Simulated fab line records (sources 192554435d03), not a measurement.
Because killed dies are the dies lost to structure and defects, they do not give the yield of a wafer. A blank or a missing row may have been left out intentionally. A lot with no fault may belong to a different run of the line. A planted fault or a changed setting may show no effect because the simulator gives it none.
Which tool was responsible? + flow n5-finfet + 63 wafers from 21 lots sampled at 3 of the route's 1938 steps

WHAT EACH GAUGE READ, for each wafer
N5_BEOL_M9_CD_MEAS_11 targets a cd of 64.1 nm.
| lot  | measured     | on        | cd-nm (nm)     |
|------|--------------|-----------|----------------|
| L075 | day 10 09:23 | cd-sem-02 | 64.0 63.9 64.0 |
| L077 | day 10 22:39 | cd-sem-02 | 63.5 63.5 64.0 |
| L076 | day 10 22:27 | cd-sem-03 | 64.0 65.0 64.6 |
| L078 | day 11 10:44 | cd-sem-01 | 63.9 64.3 64.5 |
| L079 | day 11 10:41 | cd-sem-03 | 65.2 65.5 65.9 |
| L080 | day 11 11:10 | cd-sem-02 | 64.3 64.8 65.0 |
| L081 | day 12 08:51 | cd-sem-01 | 64.7 64.8 64.8 |
| L082 | day 12 09:01 | cd-sem-02 | 64.3 63.4 63.7 |
| L084 | day 12 15:06 | cd-sem-02 | 64.3 64.7 65.3 |
| L083 | day 12 15:39 | cd-sem-02 | 64.8 64.5 64.6 |
| L085 | day 13 13:42 | cd-sem-02 | 64.9 63.7 64.8 |
| L087 | day 13 13:54 | cd-sem-02 | 64.7 64.9 64.9 |
| L088 | day 13 13:58 | cd-sem-03 | 63.7 64.7 64.7 |
| L086 | day 13 14:11 | cd-sem-02 | 65.0 65.2 64.5 |
| L089 | day 13 18:50 | cd-sem-03 | 64.7 65.1 63.6 |
| L091 | day 13 23:41 | cd-sem-02 | 64.4 63.7 64.2 |
| L090 | day 14 09:31 | cd-sem-03 | 65.5 64.2 64.6 |
| L093 | day 14 19:53 | cd-sem-01 | 65.1 64.2 64.6 |
| L094 | day 15 04:28 | cd-sem-03 | 65.1 64.8 63.9 |
| L095 | day 15 12:36 | cd-sem-03 | 64.3 64.8 64.4 |
| L096 | day 16 12:20 | cd-sem-01 | 63.9 64.2 65.1 |

TOOL THAT RAN EACH LOT (tool first, then ch and the chambers of the sampled wafers, then the start)
| lot  | N5_BEOL_M8_ETCH_72                 | N5_BEOL_M8_PRE_CLEAN_45      |
|------|------------------------------------|------------------------------|
| L075 | rie-diel-05 ch 0,1,2, day 10 05:11 | pvd-sputter-01, day 10 06:13 |
| L077 | rie-diel-05 ch 1,3, day 10 13:32   | pvd-sputter-01, day 10 14:29 |
| L076 | rie-diel-03 ch 1,2,3, day 10 13:56 | pvd-sputter-03, day 10 14:56 |
| L078 | rie-diel-05 ch 1,3, day 11 03:46   | pvd-sputter-03, day 11 05:01 |
| L079 | rie-diel-01 ch 0,1,3, day 11 03:51 | pvd-sputter-03, day 11 05:06 |
| L080 | rie-diel-03 ch 0,3, day 11 03:55   | pvd-sputter-01, day 11 06:30 |
| L081 | rie-diel-03 ch 0,3, day 12 01:23   | pvd-sputter-02, day 12 02:47 |
| L082 | rie-diel-01 ch 0,1,2, day 12 01:27 | pvd-sputter-03, day 12 02:49 |
| L084 | rie-diel-03 ch 1,2,3, day 12 07:53 | pvd-sputter-02, day 12 09:03 |
| L083 | rie-diel-01 ch 1,2, day 12 08:10   | pvd-sputter-01, day 12 09:45 |
| L085 | rie-diel-01 ch 0,1, day 13 06:25   | pvd-sputter-01, day 13 07:50 |
| L087 | rie-diel-03 ch 2,3, day 13 06:29   | pvd-sputter-01, day 13 07:59 |
| L088 | rie-diel-03 ch 2,3, day 13 07:05   | pvd-sputter-03, day 13 08:48 |
| L086 | rie-diel-05 ch 0,2,3, day 13 07:19 | pvd-sputter-03, day 13 08:53 |
| L089 | rie-diel-05 ch 1,2,3, day 13 12:58 | pvd-sputter-01, day 13 14:02 |
| L091 | rie-diel-01 ch 0,1,2, day 13 19:10 | pvd-sputter-01, day 13 20:10 |
| L090 | rie-diel-03 ch 0,1,3, day 14 03:41 | pvd-sputter-01, day 14 05:00 |
| L093 | rie-diel-05 ch 2,3, day 14 13:03   | pvd-sputter-03, day 14 14:19 |
| L094 | rie-diel-03 ch 0,3, day 14 23:15   | pvd-sputter-03, day 15 00:37 |
| L095 | rie-diel-03 ch 0,2, day 15 06:19   | pvd-sputter-03, day 15 07:49 |
| L096 | rie-diel-03 ch 0,1,2, day 16 05:45 | pvd-sputter-03, day 16 07:55 |
- N5_BEOL_M8_ETCH_72: etches underlayer in N2/H2, target depth 6.5 nm, time 5.2 s.
- N5_BEOL_M8_PRE_CLEAN_45: time 30 s.

AS READ BY THE TOOLS THEMSELVES (means over the sampled wafers that have a number; for cases with no such wafer, the mark the record gives instead)
N5_BEOL_M8_ETCH_72.
| lot  | tool        | drypump-motor-current-A (A) | etch-rf-on-time-s (s) | h2-flow-sccm (sccm) | n2-flow-sccm (sccm) | oes-product-au (a.u.) | rf-vpp-V (V) | showerhead-plenum-p-Torr (Torr) | throttle-valve-pct (%) |
|------|-------------|-----------------------------|-----------------------|---------------------|---------------------|-----------------------|--------------|---------------------------------|------------------------|
| L075 | rie-diel-05 | 5.83                        | 5.05                  | 199.8               | 199.8               | 0.72                  | 523.7        | 2.53                            | 17.84                  |
| L077 | rie-diel-05 | 5.47                        | 5.02                  | 199.6               | 199.6               | 0.76                  | 524.1        | 2.51                            | 17.81                  |
| L076 | rie-diel-03 | 5.59                        | 4.98                  | 199.8               | 199.7               | 0.64                  | 521.0        | 2.46                            | 17.88                  |
| L078 | rie-diel-05 | 5.47                        | 4.89                  | 199.8               | 199.8               | 0.77                  | 523.6        | 2.50                            | 17.82                  |
| L079 | rie-diel-01 | 5.78                        | 5.09                  | 200.1               | 200.6               | 0.70                  | 526.9        | 2.63                            | 17.71                  |
| L080 | rie-diel-03 | 5.58                        | 4.97                  | 200.6               | 200.7               | 0.64                  | 525.5        | 2.60                            | 18.08                  |
| L081 | rie-diel-03 | 5.58                        | 4.97                  | 199.4               | 199.8               | 0.62                  | 525.3        | 2.59                            | 18.09                  |
| L082 | rie-diel-01 | 6.11                        | 5.04                  | 199.9               | 200.0               | 0.69                  | 524.9        | 2.58                            | 17.79                  |
| L084 | rie-diel-03 | 5.58                        | 4.93                  | 200.2               | 200.0               | 0.64                  | 522.0        | 2.45                            | 17.89                  |
| L083 | rie-diel-01 | 6.02                        | 5.25                  | 200.2               | 200.0               | 0.68                  | 526.4        | 2.62                            | 17.72                  |
| L085 | rie-diel-01 | 6.02                        | 5.27                  | 200.4               | 200.1               | 0.64                  | 526.9        | 2.60                            | 17.77                  |
| L087 | rie-diel-03 | 5.71                        | 5.09                  | 200.3               | 200.3               | 0.64                  | 521.1        | 2.47                            | 17.92                  |
| L088 | rie-diel-03 | 5.65                        | 4.97                  | 200.5               | 199.9               | 0.67                  | 523.7        | 2.51                            | 17.84                  |
| L086 | rie-diel-05 | 5.64                        | 4.98                  | 200.0               | 200.5               | 0.71                  | 523.0        | 2.49                            | 18.12                  |
| L089 | rie-diel-05 | 5.67                        | 4.95                  | 200.0               | 200.0               | 0.73                  | 523.5        | 2.51                            | 17.96                  |
| L091 | rie-diel-01 | 6.11                        | 5.09                  | 200.3               | 199.7               | 0.68                  | 524.5        | 2.57                            | 17.81                  |
| L090 | rie-diel-03 | 5.53                        | 4.95                  | 200.3               | 199.6               | 0.70                  | 525.6        | 2.61                            | 17.90                  |
| L093 | rie-diel-05 | 5.47                        | 4.90                  | 200.5               | 200.7               | 0.74                  | 520.5        | 2.47                            | 18.19                  |
| L094 | rie-diel-03 | 5.59                        | 5.06                  | 200.1               | 199.8               | 0.61                  | 525.6        | 2.58                            | 18.13                  |
| L095 | rie-diel-03 | 5.66                        | 5.11                  | 200.2               | 199.6               | 0.59                  | 521.1        | 2.47                            | 18.13                  |
| L096 | rie-diel-03 | 5.54                        | 5.12                  | 199.7               | 200.2               | 0.74                  | 524.4        | 2.56                            | 17.87                  |

N5_BEOL_M8_PRE_CLEAN_45.
| lot  | tool           | heater-power-w (W) |
|------|----------------|--------------------|
| L075 | pvd-sputter-01 | 349                |
| L077 | pvd-sputter-01 | 331                |
| L076 | pvd-sputter-03 | 337                |
| L078 | pvd-sputter-03 | 330                |
| L079 | pvd-sputter-03 | 331                |
| L080 | pvd-sputter-01 | 363                |
| L081 | pvd-sputter-02 | 325                |
| L082 | pvd-sputter-03 | 338                |
| L084 | pvd-sputter-02 | 324                |
| L083 | pvd-sputter-01 | 336                |
| L085 | pvd-sputter-01 | 330                |
| L087 | pvd-sputter-01 | 349                |
| L088 | pvd-sputter-03 | 328                |
| L086 | pvd-sputter-03 | 329                |
| L089 | pvd-sputter-01 | 331                |
| L091 | pvd-sputter-01 | 349                |
| L090 | pvd-sputter-01 | 355                |
| L093 | pvd-sputter-03 | 336                |
| L094 | pvd-sputter-03 | 346                |
| L095 | pvd-sputter-03 | 331                |
| L096 | pvd-sputter-03 | 338                |

THE ANSWER, worked out from the rows above alone
Rule: the usual values come from the lots themselves. The widest of any qualifying gaps counts: lots, ordered by their means at a reading, are off when they make up no more than a third of the lots, leave a main group of 4 or more, and stand apart from it by 3 or more times the standard deviation of that group's means. The tables above print the reading to a certain number of digits; a main group whose means all agree to those digits is not used. A lot without any number at a reading at which 4 lots or more have one is off too. Any other lot the step has rows for is counted as sound. First the gauges in route order, then the tools' own readings, where a lot's mean is used as printed above. The first step at which some lot is off is used, and at that step the reading that is off furthest; a lot without a number counts as furthest.
Across all readings shown, no lot is off: no conclusion can be drawn from this.

WHAT HAD BEEN PUT IN BY THE SIMULATOR
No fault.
